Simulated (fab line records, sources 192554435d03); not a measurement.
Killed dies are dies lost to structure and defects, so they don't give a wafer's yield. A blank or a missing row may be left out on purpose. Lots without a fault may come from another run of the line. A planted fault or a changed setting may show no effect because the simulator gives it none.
A struck lot beside a sound one | flow n5_finfet | 38 steps out of a route of 1938
Sound: wafers L745.2, L745.3, L745.4. Struck: wafer L741.6. (L741.1 of the same lot was not struck and is left out.) The cause comes at the end.
At each step with rows: each side's tool, then ch and its chambers, then its first start. Under that, the readings that differ: sound wafers | struck wafers | difference of the means | sigmas: that difference in standard deviations of wafers without a fault.
alike: readings whose means differ by less than 2 such deviations, and words and numbers that are the same on both sides. not compared: withheld readings, readings that some wafer has no value for, bounds like >300 that may hide the same value, and numbers for which the record gives no deviation and whose values overlap.
The two part at a step that has a row with sigmas, a row that says differs or no value, or rows on one side only. Numbers that don't overlap but have no deviation are shown without sigmas and don't part them. A reading that every wafer of one side lacks parts them only if that side has two wafers or more.

first, 9 steps without rows for these wafers: N5_BEOL_M14_PRE_CLEAN_42 (time 30 s); N5_BEOL_M14_SPUTTER_43 (material TaN, target thk 15 nm, time 24.19 s); N5_BEOL_M14_SPUTTER_44 (material Ta, target thk 15 nm, time 24.19 s); N5_BEOL_M14_SPUTTER_45 (material Cu, target thk 100 nm, time 16.67 s); N5_BEOL_M14_ECD_47 (material Cu, target thk 1248 nm); N5_BEOL_M14_ANNEAL_48 (time 90 s); N5_BEOL_M14_CMP_49 (polishes, stops on SiO2, t overpolish 5.2 s, target thk 560 nm); N5_BEOL_M14_PRE_CLEAN_52 (time 15 s); N5_BEOL_M14_DEP_53 (deposits SiCN from 3MS/NH3, target thk 50 nm, time 17.8 s).
N5_BEOL_M15_ILD_DEP_00: deposits SiO2 from TEOS/O2, target thk 1629.3 nm, time 346.1 s.
  sound on pecvd-04 ch 1,2, day 14 23:41; struck on pecvd-02 ch 0, day 13 19:47
  reading                                       | sound             | struck | difference | sigmas
  run_length_s (s)                              | 388.8 388.6 388.8 | 306.7  | -82.0      | -99 or more
  model.SiO2_of_BEOL_M15_ILD_DEP_00.thk_nm (nm) | 1639 1629 1665    | 1230   | -414       |
  alike: chamber_pressure_Torr, heater_power_w, showerhead_plenum_p_Torr, throttle_valve_pct
N5_BEOL_M15_THK_MEAS_01:
  sound on film_metro-01, day 14 23:56; struck on film_metro-02, day 13 20:02
  reading          | sound          | struck | difference | sigmas
  M15_ILD_THK (nm) | 1638 1629 1664 | 1231   | -413       | -21
then, 10 steps without rows for these wafers: N5_BEOL_M15_COAT_58 (time 60 s, resist thk 89 nm); N5_BEOL_M15_COAT_04 (resist thk 800 nm); N5_BEOL_M15_EBR_06; N5_BEOL_M15_SOFTBAKE_05 (time 60 s); N5_BEOL_M15_EXPOSE_07 (exposes mask V14); N5_BEOL_M15_PEB_08 (peb time 90 s); N5_BEOL_M15_DEVELOP_09 (develop time 45 s); N5_BEOL_M15_HARDBAKE_14 (time 120 s); N5_BEOL_M15_DESCUM_15 (chemistry O2, time 7.9 s); N5_BEOL_M15_ETCH_59 (etches BARC in N2/H2, target depth 89 nm, overetch 26.7 nm, time 67.9 s).
N5_BEOL_M15_VIA_ETCH_16: etches SiO2 in C4F8/O2/Ar, target depth 1792.2 nm.
  sound on rie_diel-06 ch 1,3, day 15 00:25; struck on rie_diel-05 ch 0, day 13 20:36
  reading                                    | sound             | struck | difference | sigmas
  throttle_valve_pct (%)                     | 30.62 31.03 30.62 | 31.29  | +0.53      | +2
  model.etch.depth_nm (nm)                   | 1639 1629 1665    | 1230   | -414       |
  model.coat_of_BEOL_M15_COAT_04.thk_nm (nm) | 338 338.4 330.8   | 431.2  | +95.5      |
  alike: drypump_motor_current_A, mfc_ar_sccm, oes_product_au, rf_vpp_V, showerhead_plenum_p_Torr
then, 4 steps without rows for these wafers: N5_BEOL_M15_STRIP_63 (strips in O2); N5_BEOL_M15_STRIP_64 (strips in O2); N5_BEOL_M15_STRIP_65 (strips in post etch residue remover, time 60 s); N5_BEOL_M15_SRD_66 (time 30 s, dry time 30 s).
N5_BEOL_M15_CD_MEAS_17: target cd 360 nm.
  sound on cd_sem-01, day 15 00:50; struck on cd_sem-02, day 13 21:01
  reading    | sound             | struck | difference | sigmas
  cd_nm (nm) | 361.2 361.8 360.7 | 356.8  | -4.4       | -3
then, 9 steps without rows for these wafers: N5_BEOL_M15_COAT_56 (time 60 s, resist thk 550 nm); N5_BEOL_M15_ETCH_57 (etches SOC in N2/H2, time 750 s); N5_BEOL_M15_COAT_60 (time 60 s, resist thk 89 nm); N5_BEOL_M15_COAT_22 (resist thk 800 nm); N5_BEOL_M15_EBR_24; N5_BEOL_M15_SOFTBAKE_23 (time 60 s); N5_BEOL_M15_EXPOSE_25 (exposes mask M15, target cd 400 nm); N5_BEOL_M15_PEB_26 (peb time 90 s); N5_BEOL_M15_DEVELOP_27 (develop time 45 s).
N5_BEOL_M15_CMP_49: polishes, stops on SiO2, t overpolish 4.9 s, target thk 850 nm.
  sound on cmp-01 ch 0,2,3, day 15 04:17; struck on cmp-01 ch 3, day 14 03:01
  reading                                       | sound          | struck | difference | sigmas
  model.SiO2_of_BEOL_M15_ILD_DEP_00.thk_nm (nm) | 1558 1552 1587 | 1150   | -416       |
  alike: clearing_platen_down_force_psi, motor_current_A, slurry_flow_ml_min
then, 1 step without rows for these wafers: N5_PASSIVATION_PROBE_49.

WHERE THEY PART
First at N5_BEOL_M15_ILD_DEP_00; last, within this record, at N5_BEOL_M15_CD_MEAS_17. Later steps at which nothing parts them and some readings are alike: N5_BEOL_M15_CMP_49.

WHY: what the simulator had put in
Process parameter drift: pecvd-02, from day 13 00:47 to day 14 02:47, at N5_BEOL_M15_ILD_DEP_00. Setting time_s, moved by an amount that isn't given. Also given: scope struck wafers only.
